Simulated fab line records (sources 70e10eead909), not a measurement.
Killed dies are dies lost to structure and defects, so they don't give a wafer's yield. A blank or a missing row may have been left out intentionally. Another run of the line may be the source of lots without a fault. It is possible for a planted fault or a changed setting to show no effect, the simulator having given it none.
fab line records | flow nand_harc
[record] lots = 13 wafers = 39 last_day = 32
route steps=1302 shown A_CONTACT@1083 HYBRID_BOND@1242 THIN_TSV@1264 END@1302
lots with no fault: from the same line, run without faults
start_h: start of the lot's first displayed wafer, in hours after the record's first day | wait_h: hours elapsed since this lot's preceding step | " unchanged from the row above | L1.1+2: a row that stands for several wafers | - value missing, or start not given | * or withheld: withheld | < > ~ a bound
route shown NAME@n: a module of which the file shows steps, and the number in the route of the first | usual: the fault-free wafers' mean and standard deviation | same: alike in all rows | chamber/n: place in a boat | sites: per-site readings | _std_site: how widely they spread, as a standard deviation | _edge_site: inner sites' mean taken away from outer sites' mean | radius_mm: for every site, how far away it sits from the centre of the wafer | mask NAME#n: copy n | behind: the last tool/chamber to shape the wafer | hold: why the lot was held/for how many hours/how that ended | device: which transistor (n, p or np) failed to switch | end of line: the tests these same wafers got at the end of their route | for a step that has no rows: nothing shown but its recipe | killed: count of dies lost to structure and defects at first sort (not the wafer's yield) | map: dies across one wafer; x = killed, . = not, _ = none there
set.NAME: setting as actually run; set.NAME@STEP: the setting as run at that earlier step | model.NAME: the simulator's own value behind a step, which no gauge read
a sample of lots followed through the steps of the route, with each step as a table and each wafer as a row
services: a tool's chamber out of use, with start hour (start_h, from the record's first day; less than 0 if before it), hours out, and reason
[[steps]]
[step NHARC_A_CONTACT_ETCH_89]
[recipe] target_depth_a = 2600 over_etch_frac = 0.3 time_s = 475.3 ion_energy_ev = 200 n2_flow_sccm = 150 h2_flow_sccm = 150 ar_flow_sccm = 0 rf_w = 400 bias_w = 150 chemistry = N2/H2
[usual] drypump_motor_current_A = 5.6/0.47 oes_product_au = 1.003/0.012 rf_vpp_V = 431.3/2.4 showerhead_plenum_p_Torr = 2.07/0.084 throttle_valve_pct = 14.171/0.0084
// columns lot.wafer tool chamber start_h wait_h drypump_motor_current_A oes_product_au rf_hours_counter_h rf_vpp_V showerhead_plenum_p_Torr throttle_valve_pct
L752.2 rie_diel-01 2 526.33 - 6.7 1.011 45 434.2 2.16 14.182
L752.4 " 3 " " 5.7 0.993 49 430.5 2.00 14.167
L752.3 " 1 " " 5.2 0.977 51 435.4 2.20 14.178
L754.3 rie_diel-01 3 533.32 - 5.7 0.994 50 428.8 2.00 14.176
L754.2 " 2 " " 6.7 1.009 46 433.1 2.16 14.172
L754.6 " 0 " " 5.8 1.001 - 431.9 2.10 14.168
L757.3 rie_diel-11 3 539.36 - 5.5 1.001 34 429.2 1.98 14.176
L757.1 " 0 " " 4.7 1.014 33 429.2 1.99 14.163
L757.6 " 0 " " 4.7 1.009 - 429.2 1.99 14.160
L755.2 rie_diel-04 1 542.10 - 6.0 1.020 0 428.5 2.00 14.168
L755.4 " 2 " " 6.1 1.015 0 431.9 2.16 14.170
L755.3 " 3 " " 5.2 0.984 0 428.6 1.97 14.172
L756.3 rie_diel-04 2 547.75 - 6.2 1.021 1 434.3 2.16 14.187
L756.4 " 0 " " 5.5 1.016 1 433.0 2.12 14.166
L756.6 " 1 " " 6.0 1.000 - 431.6 2.00 14.160
L759.3 rie_diel-01 1 573.37 - 5.3 0.990 1 434.4 2.19 14.169
L759.1 " 3 " " 5.7 0.990 1 429.6 2.00 14.166
L759.5 " 0 " " 5.8 0.994 - 431.7 2.10 14.172
L760.4 rie_diel-11 0 589.55 - 4.7 1.019 51 428.0 1.98 14.172
L760.2 " 2 " " 5.9 0.973 47 429.8 2.01 14.179
L760.5 " 3 " " 5.5 1.022 - 428.6 1.98 14.178
L762.3 rie_diel-04 1 603.66 - 6.0 0.991 13 429.5 1.99 14.174
L762.1 " 0 " " 5.5 1.006 14 431.5 2.11 14.175
L762.4 " 1 " " 6.0 1.004 - 429.9 1.99 14.166
L771.3 rie_diel-11 1 702.89 - 4.9 0.996 27 435.3 2.19 14.184
L771.2 " 3 " " 5.5 1.014 30 429.7 1.97 14.174
L771.6 " 1 " " 4.9 0.992 - 434.9 2.19 14.161
L773.3 rie_diel-01 0 708.47 - 5.8 1.015 44 429.9 2.08 14.173
L773.2 " 2 " " 6.7 1.022 45 433.1 2.14 14.168
L773.5 " 1 " " 5.2 0.984 - 434.6 2.18 14.174
L772.1 rie_diel-04 3 709.44 - 5.2 0.986 29 428.8 1.96 14.168
L772.3 " 2 " " 6.1 1.010 34 432.6 2.15 14.170
L772.4 " 2 " " 6.1 1.006 - 433.8 2.15 14.184
L774.3 rie_diel-01 2 712.50 - 6.7 1.012 45 433.3 2.14 14.164
L774.6 " 0 " " 5.8 1.006 - 431.4 2.08 14.167
L774.5 " 1 " " 5.2 0.991 - 434.8 2.18 14.163
L775.1 rie_diel-04 0 725.79 - 5.5 0.988 0 431.2 2.11 14.177
L775.4 " 1 " " 6.0 1.011 0 428.9 1.99 14.176
L775.3 " 2 " " 6.1 1.022 0 433.6 2.15 14.190
[step NHARC_HYBRID_BOND_OVL_MEAS_05]
[usual] overlay_x_nm = -2/34 overlay_y_nm = -2/35
// columns lot.wafer tool chamber start_h wait_h overlay_x_nm overlay_y_nm
L752.2 overlay-02 - 557.93 0.4 9 -30
L752.3 " - " " 22 15
L752.4 " - " " 6 -39
L754.2 overlay-01 - 566.20 0.4 -62 -28
L754.3 " - " " -7 -12
L754.6 " - " " 44 -6
L757.1 overlay-01 - 571.77 0.4 -45 -30
L757.3 " - " " -52 -1
L757.6 " - " " 6 9
L755.2 overlay-02 - 571.77 0.4 12 31
L755.3 " - " " 38 43
L755.4 " - " " 3 33
L756.3 overlay-02 - 579.08 0.4 55 22
L756.4 " - " " 25 7
L756.6 " - " " 23 -27
L759.1 overlay-02 - 604.19 0.4 -31 -22
L759.3 " - " " -26 -36
L759.5 " - " " -75 34
L760.2 overlay-02 - 620.94 0.4 -12 -4
L760.4 " - " " 57 -28
L760.5 " - " " 38 -45
L762.1 overlay-02 - 633.00 0.4 9 -52
L762.3 " - " " 52 -13
L762.4 " - " " -10 -3
L771.2 overlay-02 - 733.86 0.4 -45 -46
L771.3 " - " " -39 27
L771.6 " - " " -11 32
L772.1 overlay-01 - 739.35 0.4 8 11
L772.3 " - " " -24 42
L772.4 " - " " 42 37
L773.2 overlay-02 - 739.35 0.4 -37 10
L773.3 " - " " 0 27
L773.5 " - " " -31 -35
L774.3 overlay-02 - 743.68 0.4 45 -26
L774.5 " - " " -4 31
L774.6 " - " " 16 33
L775.1 overlay-02 - 756.26 0.4 43 -1
L775.3 " - " " -48 48
L775.4 " - " " 0 18
[step NHARC_THIN_TSV_CD_MEAS_16]
[usual] cd_nm = 1000.6/3
// columns lot.wafer tool chamber start_h wait_h cd_nm
L752.2 cd_sem-01 - 561.52 0.1 1005.3
L752.3 " - " " 1004.6
L752.4 " - " " 1002.4
L754.2 cd_sem-01 - 569.92 0.1 1000.8
L754.3 " - " " 1002.2
L754.6 " - " " 1005.7
L757.1 cd_sem-01 - 575.35 0.1 996.6
L757.3 " - " " 1004.3
L757.6 " - " " 997.6
L755.2 cd_sem-03 - 576.70 0.1 1002.1
L755.3 " - " " 998.8
L755.4 " - " " 1001.0
L756.3 cd_sem-01 - 582.65 0.1 998.4
L756.4 " - " " 1002.5
L756.6 " - " " 998.1
L759.1 cd_sem-01 - 607.89 0.1 1003.9
L759.3 " - " " 1005.3
L759.5 " - " " 1004.9
L760.2 cd_sem-03 - 624.77 0.1 1004.0
L760.4 " - " " 1002.7
L760.5 " - " " 1002.2
L762.1 cd_sem-01 - 637.93 0.1 1005.4
L762.3 " - " " 1007.8
L762.4 " - " " 1003.9
L771.2 cd_sem-03 - 737.54 0.1 1004.1
L771.3 " - " " 998.1
L771.6 " - " " 1000.6
L773.2 cd_sem-02 - 747.51 0.1 999.2
L773.3 " - " " 997.2
L773.5 " - " " 1002.7
L772.1 cd_sem-01 - 748.75 0.1 997.3
L772.3 " - " " 1001.5
L772.4 " - " " 999.3
L774.3 cd_sem-01 - 749.91 0.1 998.6
L774.5 " - " " 1004.9
L774.6 " - " " 1000.8
L775.1 cd_sem-02 - 759.87 0.1 1000.1
L775.3 " - " " 995.4
L775.4 " - " " 1003.5
[step NHARC_THIN_TSV_ETCH_36]
[recipe] target_depth_a = 650 over_etch_frac = 0.3 time_s = 18.571 ion_energy_ev = 150 chemistry = Cl2/BCl3
[usual] drypump_motor_current_A = 5.96/0.3 he_backside_leak_sccm = 3.25/0.29 oes_product_au = 1.004/0.015
// columns lot.wafer tool chamber start_h wait_h drypump_motor_current_A he_backside_leak_sccm oes_product_au rf_hours_counter_h
L752.2 rie_metal-01 0 566.86 0.2 6.24 3.28 1.015 3.3
L752.3 " 0 " " 6.23 3.31 1.015 -
L752.4 " 1 " " 5.68 3.33 0.993 -
L754.2 rie_metal-02 1 575.44 0.2 5.86 3.76 1.001 2.4
L754.3 " 1 " " 5.87 3.62 1.012 -
L754.6 " 1 " " 5.88 3.81 1.004 -
L757.1 rie_metal-03 0 580.83 0.2 6.41 3.18 0.984 1.0
L757.3 " 0 " " 6.44 3.41 0.987 -
L757.6 " 0 " " 6.41 3.21 0.986 -
L755.2 rie_metal-02 1 582.29 0.2 5.84 3.34 1.012 2.6
L755.4 " 0 " " 5.60 3.01 1.013 -
L755.3 " 1 " " 5.86 3.43 1.011 -
L756.3 rie_metal-02 0 588.02 0.2 5.60 3.15 0.998 -
L756.4 " 1 " " 5.89 3.58 1.003 -
L756.6 " 0 " " 5.61 3.16 1.006 -
L759.1 rie_metal-01 1 613.81 0.2 5.70 3.37 1.000 0.5
L759.3 " 0 " " 6.27 3.26 0.997 -
L759.5 " 0 " " 6.20 2.88 0.999 -
L760.2 rie_metal-02 1 630.28 0.2 5.85 3.34 1.019 3.4
L760.4 " 0 " " 5.60 3.09 1.008 -
L760.5 " 0 " " 5.62 3.31 1.000 -
L762.1 rie_metal-03 1 643.74 0.2 5.93 3.08 1.033 2.4
L762.4 " 1 " " 5.88 2.93 1.034 -
L762.3 " 0 " " 6.45 3.29 0.993 -
L771.2 rie_metal-01 0 742.92 0.2 6.25 2.98 0.999 2.1
L771.3 " 1 " " 5.69 3.36 0.992 -
L771.6 " 0 " " 6.23 3.12 0.990 -
L773.2 rie_metal-03 0 752.87 0.2 6.43 3.20 0.980 1.1
L773.3 " 0 " " 6.41 3.15 0.987 -
L773.5 " 1 " " 5.93 3.10 1.013 -
L772.1 rie_metal-03 1 754.27 0.2 5.90 3.19 1.007 1.3
L772.4 " 0 " " 6.39 3.27 0.981 -
L772.3 " 1 " " 5.85 3.05 1.010 -
L774.3 rie_metal-02 0 755.53 0.2 5.60 3.08 1.000 -
L774.5 " 0 " " 5.60 3.24 0.998 -
L774.6 " 1 " " 5.85 3.35 1.000 -
L775.1 rie_metal-01 1 765.23 0.2 5.69 3.49 0.992 0.2
L775.3 " 0 " " 6.24 2.98 0.994 -
L775.4 " 1 " " 5.68 3.50 0.995 -
[step NHARC_END_SORT_01]
[recipe] temp_c = 25
[usual] killed_at_array = 54/12 killed_at_other = 0.7/1.1 killed_at_periphery = 3.9/2.8 killed_dies = 59/13 killed_open = 3.4/2 killed_short = 2.5/1.7
[same] gross_dies = 677
// columns lot.wafer tool chamber start_h wait_h killed_at_array killed_at_other killed_at_periphery killed_dies killed_open killed_short
L771.2 prober-01 0 753.06 2.8 50 0 3 53 6 6
L771.3 prober-01 0 753.84 3.1 123 1 9 133 1 4
L771.6 prober-01 0 756.18 3.9 123 3 7 133 0 0
// killed by level:class
L771.2 A_SLIT:chamber_film_flake=24 A_CHANNEL_HOLE_D1:chamber_film_flake=5 A_CONTACT:chamber_film_flake=5 A_ONON_D2:geometric_particle:short=3 A_CHANNEL_FILL_D1:geometric_particle:open=2 A_CHANNEL_FILL_D2:geometric_particle:short=2 A_CONTACT:geometric_particle:open=2 P_CONTACT:geometric_particle:open=1
L771.3 A_CONTACT:unspecified=81 A_SLIT:chamber_film_flake=16 A_CHANNEL_HOLE_D1:chamber_film_flake=10 P_BONDPAD:chamber_film_flake=4 A_STAIRCASE:chamber_film_flake=4 A_CONTACT:chamber_film_flake=4 P_STI:chamber_film_flake=2 P_GATE:chamber_film_flake=2
L771.6 A_CONTACT:unspecified=77 A_SLIT:chamber_film_flake=27 A_CHANNEL_HOLE_D1:chamber_film_flake=7 A_CONTACT:chamber_film_flake=5 P_GATE:chamber_film_flake=4 A_STAIRCASE:chamber_film_flake=3 THIN_TSV:chamber_film_flake=3 P_STI:chamber_film_flake=1
[[services]]
// columns tool chamber start_h hours kind
rie_metal-02 - 513.79 3.3 repair
rie_metal-03 - 519.00 9.0 pm
rie_diel-04 3 524.19 1.3 repair
rie_diel-04 - 532.47 9.0 pm
rie_diel-04 2 556.39 3.3 repair
rie_diel-01 - 559.14 9.0 pm
rie_metal-03 0 565.28 2.1 repair
rie_metal-01 - 575.00 9.0 pm
rie_diel-04 3 593.28 13.2 repair
rie_diel-11 - 611.35 9.0 pm
rie_metal-03 - 627.29 0.9 repair
rie_metal-02 - 631.00 9.0 pm
rie_diel-04 0 636.13 3.6 repair
rie_diel-01 3 649.53 15.0 repair
rie_diel-01 0 670.29 4.2 repair
rie_diel-11 3 671.47 6.9 repair
rie_metal-02 1 687.44 3.8 repair
rie_metal-03 - 696.00 9.0 pm
rie_metal-01 - 700.09 1.0 repair
rie_diel-04 - 709.72 9.0 pm
rie_diel-01 - 736.18 9.0 pm
rie_diel-11 3 748.31 6.0 repair
rie_metal-01 - 752.00 9.0 pm
rie_diel-04 - 762.47 0.3 repair
[[key]]
[first_sign] step = NHARC_END_SORT_01 reading = killed_dies direction = up sigmas = 5.8 usual = 59 struck = 133
[effect] step = NHARC_END_SORT_01 reading = killed_at_array direction = up sigmas = 5.6 usual = 54 struck = 123
[more_kills_born_at] NHARC_A_CONTACT_ETCH_89@rie_diel-11 = 157
met_at NHARC_A_CONTACT_ETCH_89
struck_lots L771
struck_wafers L771.3,L771.6
tester_left_out L771
not_acting_at NHARC_HYBRID_BOND_OVL_MEAS_05,NHARC_THIN_TSV_CD_MEAS_16,NHARC_THIN_TSV_ETCH_36
[fault] kind = chamber_particle_source tool = rie_diel-11 chamber = 1 onset_h = 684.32 steps = NHARC_A_CONTACT_ETCH_89 rate_per_visit_cm2 = 0.53657 end_h = 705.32
// tester_left_out: of these lots the tester's yield and bins aren't shown, on N5 and GAA mostly nor the transistor test; their killed dies are dies lost to structure and defects alone, not to doping, threshold or leakage, so they don't give the yield
